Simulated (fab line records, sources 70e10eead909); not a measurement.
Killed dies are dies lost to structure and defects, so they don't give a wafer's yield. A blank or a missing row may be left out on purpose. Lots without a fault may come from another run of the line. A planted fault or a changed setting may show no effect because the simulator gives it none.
fab line records | flow nand_harc
record lots=7 wafers=20 last_day=23
route steps=1159 shown A_CONTACT@872 END@1159
lots that met no fault: from a run of the same line without faults
start_h: hours from the record's first day to the start of the lot's first wafer shown | wait_h: hours since the lot's step before | " the same as in the row above | L1.1+2: a row that stands for several wafers | - no value, or no start given | * or withheld: withheld | < > ~ a bound
route shown NAME@n: a module of which the file shows steps, and the number in the route of the first | usual: mean/standard deviation of fault-free wafers | same: alike in all rows | chamber/n: place in a boat | sites: the reading at each site | _std_site: their standard deviation | _edge_site: outer sites' mean less inner sites' | radius_mm: how far each site lies from the wafer's centre | mask NAME#n: copy n | behind: the tool/chamber that last shaped the wafer | hold: why the lot was held/for how many hours/how that ended | device: the transistor (n, p or np) that didn't switch | end of line: the same wafers' tests at the end of the route | a step without rows: its recipe alone | killed: dies lost to structure and defects at the first sort, not the wafer's yield | map: a wafer's dies, x killed, . not, _ none there
set.NAME: the setting as run; set.NAME@STEP: as run at that earlier step | model.NAME: the simulator's own value behind a step, which no gauge read
lots at some steps of the route; a table a step, a row a wafer
services: from which hour (start_h, from the record's first day; less than 0 if before it) a tool's chamber was out of use, for how many hours, and why
## steps
# step NHARC_A_CONTACT_ETCH_121
# recipe source_w=withheld pressure_mtorr=20 bias_v=3000 time_s=94 target_depth_a=9220 ar_flow_sccm=withheld c4f8_flow_sccm=withheld o2_flow_sccm=withheld chemistry=C4F8/O2/Ar
# step NHARC_A_CONTACT_ETCH_122
# recipe source_w=withheld pressure_mtorr=20 bias_v=3000 time_s=95 target_depth_a=9300 ar_flow_sccm=withheld c4f8_flow_sccm=withheld o2_flow_sccm=withheld chemistry=C4F8/O2/Ar
# columns lot.wafer tool chamber start_h wait_h rf_hours_counter_h
L442.1 har_cap_etch-02 0 384.79 0.1 11
L442.2 " 1 " " 11
L442.6 " 0 " " -
L443.2 har_cap_etch-03 1 386.09 0.1 81
L443.1 " 0 " " 81
L443.3 " 1 " " -
L444.2 har_cap_etch-02 1 394.13 0.1 13
L444.6 " 1 " " -
L444.5 " 0 " " -
L451.2 har_cap_etch-01 0 430.31 0.1 65
L451.3 " 1 " " -
L451.6 " 0 " " -
L452.2 har_cap_etch-02 1 439.29 0.1 21
L452.4 " 0 " " -
L452.6 " 0 " " -
L454.2 har_cap_etch-03 0 441.63 0.1 92
L454.6 " 1 " " -
L455.3 har_cap_etch-01 0 478.37 0.1 -
L455.4 " 1 " " -
L455.5 " 0 " " -
# step NHARC_A_CONTACT_ETCH_123
# recipe source_w=withheld pressure_mtorr=20 bias_v=400 time_s=253 target_depth_a=10900 ar_flow_sccm=withheld c4f8_flow_sccm=11.5 o2_flow_sccm=7.2 chemistry=C4F8/O2/Ar
# step NHARC_A_CONTACT_ETCH_90
# recipe target_depth_a=400 over_etch_frac=0.5 time_s=85.7 ion_energy_ev=120 ch3f_flow_sccm=50 o2_flow_sccm=30 ar_flow_sccm=200 rf_w=500 bias_w=100 chemistry=CH3F/O2
# step NHARC_A_CONTACT_ETCH_96
# recipe target_depth_a=200 over_etch_frac=0.5 time_s=10 ion_energy_ev=250 c4f6_flow_sccm=25 o2_flow_sccm=20 ar_flow_sccm=500 rf_w=600 bias_w=500 chemistry=C4F6/O2
# step NHARC_A_CONTACT_CD_MEAS_53
# usual cd_nm=189.8/0.84
# columns lot.wafer tool chamber start_h wait_h cd_nm
L442.1 cd_sem-03 - 385.69 - 188.2
L442.2 " - " " 188.1
L442.6 " - " " 188.0
L443.1 cd_sem-01 - 387.00 - 190.9
L443.2 " - " " 190.8
L443.3 " - " " 189.8
L444.2 cd_sem-01 - 395.04 - 190.4
L444.5 " - " " 190.6
L444.6 " - " " 190.4
L451.2 cd_sem-03 - 431.21 - 190.1
L451.3 " - " " 190.2
L451.6 " - " " 190.4
L452.2 cd_sem-02 - 440.19 - 189.5
L452.4 " - " " 189.6
L452.6 " - " " 190.5
L454.2 cd_sem-02 - 442.60 - 190.0
L454.6 " - " " 190.5
L455.3 cd_sem-02 - 479.27 - 190.5
L455.4 " - " " 191.0
L455.5 " - " " 190.8
# step NHARC_A_CONTACT_STRIP_99
# recipe n2_flow_sccm=150 h2_flow_sccm=150 ar_flow_sccm=0 bias_w=0 chemistry=N2/H2
# step NHARC_A_CONTACT_STRIP_100
# recipe cf4_flow_sccm=100 chf3_flow_sccm=30 ar_flow_sccm=0 bias_w=0 chemistry=CF4/CHF3
# step NHARC_A_CONTACT_STRIP_101
# recipe o2_flow_sccm=400 cos_flow_sccm=20 ar_flow_sccm=0 bias_w=0 chemistry=O2/COS
# step NHARC_A_CONTACT_ETCH_102
# recipe target_depth_a=700 overetch_a=70 time_s=38.5 ion_energy_ev=100 cf4_flow_sccm=80 o2_flow_sccm=20 ar_flow_sccm=0 rf_w=300 bias_w=100 chemistry=CF4/O2
# step NHARC_A_CONTACT_STRIP_55
# recipe o2_flow_sccm=500 ar_flow_sccm=0 bias_w=0 chemistry=O2
# step NHARC_A_CONTACT_STRIP_56
# recipe time_s=600 temp_c=30 chemistry=post_etch_residue_remover
# step NHARC_A_CONTACT_DEP_57
# recipe target_thk_a=28000 temp_c=400 material=aC
# usual throttle_valve_pct=35.000/0.01
# columns lot.wafer tool chamber start_h wait_h throttle_valve_pct
L442.1 acl_dep-02 0 386.64 - 35.009
L442.2 " 0 " " 34.989
L442.6 " 0 388.07 - 35.011
L443.1 acl_dep-03 0 388.15 - 35.005
L443.2 " 0 " " 35.002
L443.3 " 0 " " 35.005
L444.2 acl_dep-02 0 396.63 - 34.998
L444.5 " 0 " " 35.000
L444.6 " 0 " " 34.999
L451.2 acl_dep-03 0 435.88 - 35.005
L451.3 " 0 " " 34.998
L451.6 " 0 " " 35.011
L452.2 acl_dep-03 0 442.73 - 34.993
L452.4 " 0 " " 34.991
L452.6 " 0 " " 35.001
L454.2 acl_dep-03 0 445.70 - 34.987
L454.6 " 0 446.85 - 35.002
L455.3 acl_dep-03 0 483.09 - 35.015
L455.4 " 0 " " 34.993
L455.5 " 0 " " 35.010
# step NHARC_A_CONTACT_DEP_58
# recipe target_thk_a=600 target_thk_nm=60 temp_c=400 pressure_torr=3.5 flow_sccm=200 rf_w=350 material=SiON
# usual heater_power_w=756/91 rf_fwd_power_W=348.3/1.1
# columns lot.wafer tool chamber start_h wait_h heater_power_w rf_fwd_power_W
L442.2 pecvd-01 1 388.41 1.2 825 348.1
L442.1 " 2 " " 779 349.5
L442.6 " 0 " " 625 347.8
L443.3 pecvd-01 0 389.91 0.9 715 350.3
L443.2 " 1 " " 845 349.1
L443.1 " 2 " " 708 347.0
L444.2 pecvd-04 1 398.07 1.2 729 347.4
L444.6 " 1 " " 727 347.9
L444.5 " 2 " " 754 348.5
L451.2 pecvd-02 1 437.33 1.2 586 349.2
L451.3 " 2 " " 724 348.7
L451.6 " 1 " " 588 349.0
L452.2 pecvd-02 2 444.20 1.2 821 347.6
L452.4 " 2 " " 810 346.0
L452.6 " 0 " " 867 348.9
L454.2 pecvd-01 2 447.15 1.2 773 348.3
L454.6 " 0 " " 657 349.9
L455.3 pecvd-02 1 484.32 0.9 592 348.0
L455.4 " 0 " " 829 350.2
L455.5 " 0 " " 826 350.4
# step NHARC_A_CONTACT_DEHYDRATE_59
# recipe temp_c=150 time_s=120
# step NHARC_A_CONTACT_HMDS_60
# recipe time_s=30
# step NHARC_A_CONTACT_COAT_61
# recipe temp_c=260 time_s=75
# step NHARC_A_CONTACT_COAT_62
# recipe temp_c=225 time_s=65
# step NHARC_A_CONTACT_COAT_63
# recipe spin_rpm=1500 resist_thk_nm=90
# step NHARC_A_CONTACT_SOFTBAKE_64
# recipe temp_c=105 time_s=55
# step NHARC_A_CONTACT_EBR_65
# step NHARC_A_CONTACT_EXPOSE_66
# recipe na=1.35 sigma_outer=0.8 dose_mj=59.02 mask_id=A_CC_2
# step NHARC_A_CONTACT_PEB_67
# recipe peb_temp_c=100 peb_time_s=65
# step NHARC_A_CONTACT_DEVELOP_68
# recipe develop_time_s=35 dev_temp_c=23
# step NHARC_A_CONTACT_CD_MEAS_69
# recipe target_cd_nm=200 landing_energy_ev=500
# usual cd_nm=200.1/0.73
# columns lot.wafer tool chamber start_h wait_h cd_nm
L442.1 cd_sem-01 0 389.11 - 200.3
L442.2 " 0 " " 200.4
L442.6 " 0 " " 199.5
L443.1 cd_sem-01 0 390.64 - 198.1
L443.2 " 0 " " 200.3
L443.3 " 0 " " 200.0
L444.2 cd_sem-01 0 398.79 - 201.1
L444.5 " 0 " " 200.6
L444.6 " 0 " " 199.9
L451.2 cd_sem-01 0 438.05 - 201.1
L451.3 " 0 " " 200.1
L451.6 " 0 " " 200.3
L452.2 cd_sem-03 0 444.83 - 200.3
L452.4 " 0 " " 200.1
L452.6 " 0 " " 200.8
L454.2 cd_sem-01 0 447.75 - 200.1
L454.6 " 0 " " 200.1
L455.3 cd_sem-02 0 485.05 - 200.8
L455.4 " 0 " " 200.9
L455.5 " 0 " " 200.6
# step NHARC_A_CONTACT_OVL_MEAS_70
# usual overlay_x_nm=-0.1/0.78 overlay_y_nm=0.1/0.81
# columns lot.wafer tool chamber start_h wait_h overlay_x_nm overlay_y_nm
L442.1 overlay-01 - 389.19 - 0.0 1.2
L442.2 " - " " 0.0 1.3
L442.6 " - " " 0.0 1.3
L443.1 overlay-02 - 390.73 - -0.9 -0.7
L443.2 " - " " -1.1 -1.0
L443.3 " - " " -0.8 0.0
L444.2 overlay-01 - 398.88 - 1.6 -0.3
L444.5 " - " " 1.5 -0.1
L444.6 " - " " 1.3 0.1
L451.2 overlay-01 - 438.14 - 0.9 0.2
L451.3 " - " " 0.5 0.2
L451.6 " - " " 0.7 0.3
L452.2 overlay-02 - 444.91 - -1.4 -0.4
L452.4 " - " " -1.4 -0.5
L452.6 " - " " -1.0 -0.3
L454.2 overlay-01 - 447.84 - -0.9 0.6
L454.6 " - " " -0.6 0.9
L455.3 overlay-02 - 485.13 - -0.3 -1.3
L455.4 " - " " -0.7 -1.4
L455.5 " - " " -0.8 -0.9
# step NHARC_A_CONTACT_INSPECT_71
# usual raw_defect_count=29/16
# columns lot.wafer tool chamber start_h wait_h raw_defect_count
L442.1 defect_inspect-01 - 389.23 0.0 6
L442.2 " - " " 8
L442.6 " - " " 8
L443.1 defect_inspect-02 - 390.77 0.0 41
L443.2 " - " " 32
L443.3 " - " " 35
L444.2 defect_inspect-01 - 398.92 0.0 22
L444.5 " - " " 33
L444.6 " - " " 26
L451.2 defect_inspect-02 - 438.17 0.0 23
L451.3 " - " " 36
L451.6 " - " " 33
L452.2 defect_inspect-01 - 444.95 0.0 34
L452.4 " - " " 23
L452.6 " - " " 25
L454.2 defect_inspect-01 - 447.88 0.0 36
L454.6 " - " " 28
L455.3 defect_inspect-02 - 485.17 0.0 60
L455.4 " - " " 62
L455.5 " - " " 55
# step NHARC_A_CONTACT_DESCUM_74
# recipe time_s=3 o2_flow_sccm=200 ar_flow_sccm=0 bias_power_w=0 chemistry=O2
# step NHARC_A_CONTACT_ETCH_75
# recipe target_depth_a=390 over_etch_frac=0.3 time_s=65 ion_energy_ev=80 cf4_flow_sccm=150 ar_flow_sccm=0 rf_w=300 bias_w=100 chemistry=CF4
# step NHARC_A_CONTACT_ETCH_76
# recipe target_depth_a=2600 over_etch_frac=0.3 time_s=475.3 ion_energy_ev=200 n2_flow_sccm=150 h2_flow_sccm=150 ar_flow_sccm=0 rf_w=400 bias_w=150 chemistry=N2/H2
# step NHARC_A_CONTACT_ETCH_77
# recipe target_depth_a=726 time_s=36.3 cf4_flow_sccm=100 chf3_flow_sccm=30 ar_flow_sccm=0 rf_w=500 bias_w=200 chemistry=CF4/CHF3
# step NHARC_A_CONTACT_ETCH_78
# recipe target_depth_a=28000 over_etch_frac=0.3 time_s=728 ion_energy_ev=150 o2_flow_sccm=400 cos_flow_sccm=20 ar_flow_sccm=0 rf_w=500 bias_w=300 chemistry=O2/COS
# step NHARC_A_CONTACT_ETCH_124
# recipe source_w=withheld pressure_mtorr=20 bias_v=withheld time_s=140 target_depth_a=7000 ar_flow_sccm=withheld c4f8_flow_sccm=withheld o2_flow_sccm=withheld chemistry=C4F8/O2/Ar
# columns lot.wafer tool chamber start_h wait_h rf_hours_counter_h
L442.1 har_cap_etch-03 1 390.41 - 82
L442.2 " 0 " " 82
L442.6 " 0 " " -
L443.2 har_cap_etch-01 0 392.01 - 58
L443.1 " 1 " " 58
L443.3 " 1 " " -
L444.2 har_cap_etch-03 1 400.10 - 84
L444.5 " 1 " " -
L444.6 " 0 " " -
L451.2 har_cap_etch-01 1 439.36 - 67
L451.3 " 1 " " -
L451.6 " 1 " " -
L452.2 har_cap_etch-02 1 446.25 - 22
L452.4 " 1 " " -
L452.6 " 0 " " -
L454.2 har_cap_etch-03 1 449.09 - 93
L454.6 " 0 " " -
L455.3 har_cap_etch-03 1 486.43 - -
L455.4 " 0 " " -
L455.5 " 1 " " -
# step NHARC_A_CONTACT_ETCH_125
# recipe source_w=withheld pressure_mtorr=20 bias_v=1200 time_s=155 target_depth_a=9560 ar_flow_sccm=withheld c4f8_flow_sccm=withheld o2_flow_sccm=withheld chemistry=C4F8/O2/Ar
# step NHARC_A_CONTACT_ETCH_126
# recipe source_w=withheld pressure_mtorr=20 bias_v=1200 time_s=155 target_depth_a=9560 ar_flow_sccm=withheld c4f8_flow_sccm=withheld o2_flow_sccm=withheld chemistry=C4F8/O2/Ar
# step NHARC_A_CONTACT_ETCH_127
# recipe source_w=withheld pressure_mtorr=20 bias_v=1200 time_s=155 target_depth_a=9560 ar_flow_sccm=withheld c4f8_flow_sccm=withheld o2_flow_sccm=withheld chemistry=C4F8/O2/Ar
# step NHARC_A_CONTACT_ETCH_128
# recipe source_w=withheld pressure_mtorr=20 bias_v=1200 time_s=155 target_depth_a=9560 ar_flow_sccm=withheld c4f8_flow_sccm=withheld o2_flow_sccm=withheld chemistry=C4F8/O2/Ar
# step NHARC_A_CONTACT_ETCH_129
# recipe source_w=withheld pressure_mtorr=20 bias_v=1200 time_s=155 target_depth_a=9560 ar_flow_sccm=withheld c4f8_flow_sccm=withheld o2_flow_sccm=withheld chemistry=C4F8/O2/Ar
# columns lot.wafer tool chamber start_h wait_h rf_hours_counter_h
L442.1 har_cap_etch-03 1 391.18 0.1 82
L442.2 " 0 " " 82
L442.6 " 0 " " -
L443.2 har_cap_etch-01 0 392.77 0.1 59
L443.1 " 1 " " 59
L443.3 " 1 " " -
L444.2 har_cap_etch-03 1 400.88 0.1 85
L444.5 " 1 " " -
L444.6 " 0 " " -
L451.2 har_cap_etch-01 1 440.13 0.1 67
L451.3 " 1 " " -
L451.6 " 1 " " -
L452.2 har_cap_etch-02 1 447.02 0.1 23
L452.4 " 1 " " -
L452.6 " 0 " " -
L454.2 har_cap_etch-03 1 449.86 0.1 94
L454.6 " 0 " " -
L455.3 har_cap_etch-03 1 487.43 0.2 -
L455.4 " 0 " " -
L455.5 " 1 " " -
# step NHARC_A_CONTACT_ETCH_130
# recipe source_w=withheld pressure_mtorr=20 bias_v=1200 time_s=155 target_depth_a=9560 ar_flow_sccm=withheld c4f8_flow_sccm=withheld o2_flow_sccm=withheld chemistry=C4F8/O2/Ar
# step NHARC_A_CONTACT_ETCH_131
# recipe source_w=withheld pressure_mtorr=20 bias_v=1200 time_s=155 target_depth_a=9560 ar_flow_sccm=withheld c4f8_flow_sccm=withheld o2_flow_sccm=withheld chemistry=C4F8/O2/Ar
# step NHARC_A_CONTACT_ETCH_132
# recipe source_w=withheld pressure_mtorr=20 bias_v=1200 time_s=156 target_depth_a=9580 ar_flow_sccm=withheld c4f8_flow_sccm=withheld o2_flow_sccm=withheld chemistry=C4F8/O2/Ar
# step NHARC_A_CONTACT_ETCH_133
# recipe source_w=withheld pressure_mtorr=20 bias_v=400 time_s=195 target_depth_a=8400 ar_flow_sccm=withheld c4f8_flow_sccm=11.5 o2_flow_sccm=7.2 chemistry=C4F8/O2/Ar
# columns lot.wafer tool chamber start_h wait_h rf_hours_counter_h
L442.1 har_cap_etch-03 1 391.75 0.1 83
L442.2 " 0 " " 83
L442.6 " 0 " " -
L443.2 har_cap_etch-01 0 393.34 0.1 59
L443.1 " 1 " " 59
L443.3 " 1 " " -
L444.2 har_cap_etch-03 1 401.44 0.1 85
L444.5 " 1 " " -
L444.6 " 0 " " -
L451.2 har_cap_etch-01 1 440.70 0.1 68
L451.3 " 1 " " -
L451.6 " 1 " " -
L452.2 har_cap_etch-02 1 447.58 0.1 24
L452.4 " 1 " " -
L452.6 " 0 " " -
L454.2 har_cap_etch-03 1 450.42 0.1 94
L454.6 " 0 " " -
L455.3 har_cap_etch-03 1 488.07 0.2 -
L455.4 " 0 " " -
L455.5 " 1 " " -
# step NHARC_END_SORT_01
# recipe temp_c=25
# usual killed_at_array=28/11 killed_at_other=0.8/1.1 killed_at_periphery=3.3/2.8 killed_dies=32/11 killed_open=3.3/1.9 killed_short=1.9/1.4
# same gross_dies=677
# columns lot.wafer tool chamber start_h wait_h killed_at_array killed_at_other killed_at_periphery killed_dies killed_open killed_short
L444.2 prober-01 0 469.55 2.8 25 1 3 29 5 4
L444.5 prober-01 0 471.93 3.7 30 0 3 33 2 3
L444.6 prober-01 0 472.72 4.0 23 0 3 26 2 1
L454.2 prober-02 0 506.81 2.8 107 2 8 117 6 2
L451.2 prober-01 0 511.01 2.8 27 0 3 30 1 2
L451.3 prober-01 0 511.81 3.1 29 0 1 30 3 0
L451.6 prober-01 0 514.18 4.0 32 0 1 33 3 1
L452.2 prober-02 0 514.67 2.8 195 0 2 197 3 1
L455.3 prober-02 0 554.75 3.1 54 0 4 58 8 3
L455.4 prober-02 0 555.56 3.4 52 1 0 53 4 1
L455.5 prober-02 0 556.36 3.7 172 0 1 173 2 3
# killed by level:class
L444.2 A_CHANNEL_HOLE_D1:chamber_film_flake=13 A_CHANNEL_FILL_D1:geometric_particle:open=3 A_CHANNEL_FILL_D1:geometric_particle:short=2 A_CHANNEL_FILL_D1:chamber_film_flake=2 A_STAIRCASE:chamber_film_flake=2 P_GATE:geometric_particle:short=1 A_CONTACT:geometric_particle:open=1 A_M1:geometric_particle:open=1
L444.5 A_CHANNEL_HOLE_D1:chamber_film_flake=17 A_STAIRCASE:chamber_film_flake=3 A_CONTACT:chamber_film_flake=3 A_CHANNEL_FILL_D1:chamber_film_flake=2 A_WL_FILL:chamber_film_flake=2 P_CONTACT:geometric_particle:short=1 P_CONTACT:geometric_particle:open=1 A_STAIRCASE:geometric_particle:open=1
L444.6 A_CHANNEL_HOLE_D1:chamber_film_flake=14 P_CONTACT:geometric_particle:open=2 A_CHANNEL_FILL_D1:chamber_film_flake=2 A_STAIRCASE:chamber_film_flake=2 A_CONTACT:chamber_film_flake=2 A_ONON_D1:geometric_particle:short=1 P_STI:chamber_film_flake=1 A_ZERO_WELL:chamber_film_flake=1
L454.2 A_CONTACT:area_dep=71 A_CHANNEL_HOLE_D1:chamber_film_flake=16 A_STAIRCASE:chamber_film_flake=7 A_CONTACT:chamber_film_flake=5 A_M0:geometric_particle:open=3 P_M1:geometric_particle:open=2 P_M1:chamber_film_flake=2 P_M2:chamber_film_flake=2
L451.2 A_SLIT:chamber_film_flake=9 A_CONTACT:chamber_film_flake=7 A_STAIRCASE:chamber_film_flake=3 A_WL_FILL:chamber_film_flake=3 A_CHANNEL_HOLE_D1:chamber_film_flake=2 P_GATE:geometric_particle:open=1 P_M0:geometric_particle:short=1 A_ONON_D1:geometric_particle:short=1
L451.3 A_SLIT:chamber_film_flake=12 A_STAIRCASE:chamber_film_flake=5 A_SGD_CUT:chamber_film_flake=4 A_WL_FILL:chamber_film_flake=3 A_M0:geometric_particle:open=2 A_CHANNEL_FILL_D1:geometric_particle:open=1 P_ZERO_WELL:chamber_film_flake=1 A_CHANNEL_HOLE_D1:chamber_film_flake=1
L451.6 A_SLIT:chamber_film_flake=12 A_CONTACT:chamber_film_flake=7 A_STAIRCASE:chamber_film_flake=4 A_ZERO_WELL:chamber_film_flake=2 A_CHANNEL_HOLE_D1:chamber_film_flake=2 A_WL_FILL:chamber_film_flake=2 P_STI:geometric_particle:open=1 A_ONON_D1:geometric_particle:open=1
L452.2 A_CONTACT:area_dep=162 A_SLIT:chamber_film_flake=13 A_STAIRCASE:chamber_film_flake=10 A_CONTACT:geometric_particle:open=2 A_BLC:chamber_film_flake=2 A_CHANNEL_FILL_D1:geometric_particle:open=1 A_WL_FILL:geometric_particle:short=1 P_STI:chamber_film_flake=1
L455.3 A_CHANNEL_HOLE_D1:chamber_film_flake=21 A_SLIT:chamber_film_flake=15 A_CONTACT:chamber_film_flake=6 A_STAIRCASE:chamber_film_flake=4 A_WL_FILL:geometric_particle:short=2 A_BLC:geometric_particle:open=2 P_CONTACT:geometric_particle:open=1 P_M0:geometric_particle:open=1
L455.4 A_CHANNEL_HOLE_D1:chamber_film_flake=20 A_CONTACT:chamber_film_flake=15 A_SLIT:chamber_film_flake=10 A_CONTACT:geometric_particle:open=2 A_CHANNEL_HOLE_D1:geometric_particle:open=1 A_M0:geometric_particle:short=1 A_M1:geometric_particle:open=1 A_CHANNEL_FILL_D1:chamber_film_flake=1
L455.5 A_CONTACT:area_dep=123 A_CHANNEL_HOLE_D1:chamber_film_flake=19 A_SLIT:chamber_film_flake=13 A_CONTACT:chamber_film_flake=10 A_CONTACT:geometric_particle:short=2 A_STAIRCASE:chamber_film_flake=2 A_CHANNEL_FILL_D1:geometric_particle:short=1 A_CHANNEL_FILL_D1:geometric_particle:open=1
# map L452.2 (x killed, . not)
____________.____________
_________......._________
_______..x..x....._______
______..........x..______
_____........x......_____
____.....x..xx.......____
____.x.x....x...x..x.____
___x........x.......x.___
___.....x.....x.x.....___
__...x.....x.x..x......__
__.x...xxxxxxxxx.......__
_..x.xx.x..xx..xxx.x...._
_......xx.xx.x....x....._
_.x.xx....x.xx..xxx....._
_..x..xxxxxx.x.xxx......_
_x.x.xxxxxxx.x.x.x.x.x.._
....x.xxxx..x.xx.x.xx....
..x.......xxxxx..x.x..x..
..x...x..xxx.xxxx.x.x....
x...xxxxx.x...xxx....xx..
...xx..xxx.x...x...xx....
_....x.xxx..xxxx.x......_
_.xx.x...xx.xxxx...x...._
_.....x...x.xxxx........_
_....x.x.....x.........._
_...xx...xx.xx.........._
__.....x...x...xx.x....__
__.x.x.x.x..x.x........__
___.xxx..xx..xx.......___
___..x......x.........___
____x..x.............____
____x.x..............____
_____..x............_____
______....x........______
_______.x..x......_______
_________....x.._________
____________.____________
# map L454.2 (x killed, . not)
____________.____________
_________.x....._________
_______..........._______
______............x______
_____..x..x...x.x..._____
____......x..........____
____...........x.x...____
___........x........x.___
___.............x.x.x.___
__................x....__
__.................x...__
_........x...........xx._
_......................._
_..x..x.....x....x...x.._
_..x..................x._
_..x..x................._
..xx..............x.x....
......x...x.x......x.....
x..x.xx.x..........x.....
.....x....x..............
..x........x.x........xx.
_...x...x....x........x._
_.............x....x...x_
_.......x.x............._
_xx.xx............x....._
_....x.x.x....xx........_
__.x.x.x.x...x....x...x__
__x...xxx.x..x....x..x.__
___..xxx.xx......x....___
___..xxxxx..x.........___
____..x.......x......____
____..x...........x..____
_____..xx.x..xxx...._____
______xx.x.x...x...______
_______.x..xxx..x._______
_________...x.x._________
____________.____________
## services
# columns tool chamber start_h hours kind
pecvd-04 - 376.41 13.0 pm
pecvd-04 0 376.41 13.0 vent_cycle
pecvd-04 1 376.41 13.0 vent_cycle
pecvd-04 2 376.41 13.0 vent_cycle
pecvd-04 0 389.41 - clean
pecvd-04 1 389.41 - clean
pecvd-04 2 389.41 - clean
acl_dep-03 - 406.53 13.0 pm
pecvd-01 - 418.50 13.0 pm
pecvd-01 0 418.50 13.0 vent_cycle
pecvd-01 1 418.50 13.0 vent_cycle
pecvd-01 2 418.50 13.0 vent_cycle
pecvd-01 0 431.50 - clean
pecvd-01 1 431.50 - clean
pecvd-01 2 431.50 - clean
acl_dep-02 - 451.12 5.0 repair
pecvd-02 2 466.79 20.7 repair
pecvd-02 0 487.25 6.2 repair
## key
first_sign step=NHARC_END_SORT_01 reading=killed_at_array direction=up sigmas=12 usual=28 struck=158
effect step=NHARC_END_SORT_01 reading=killed_dies direction=up sigmas=11 usual=32 struck=162
more_kills_born_at NHARC_A_CONTACT_DEP_57@acl_dep-03=356
met_at NHARC_A_CONTACT_DEP_57
struck_wafers L452.2,L454.2,L455.5
tester_left_out L452,L454,L455
fault kind=process_parameter_drift tool=acl_dep-03 chamber=- onset_h=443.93 steps=NHARC_A_CONTACT_DEP_57 channel=target_thk_a offset=* shape=step end_h=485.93 scope=struck_wafers_only acts_in=* stated=*
# tester_left_out: of these lots the tester's yield and bins aren't shown, on N5 and GAA mostly nor the transistor test; their killed dies are dies lost to structure and defects alone, not to doping, threshold or leakage, so they don't give the yield
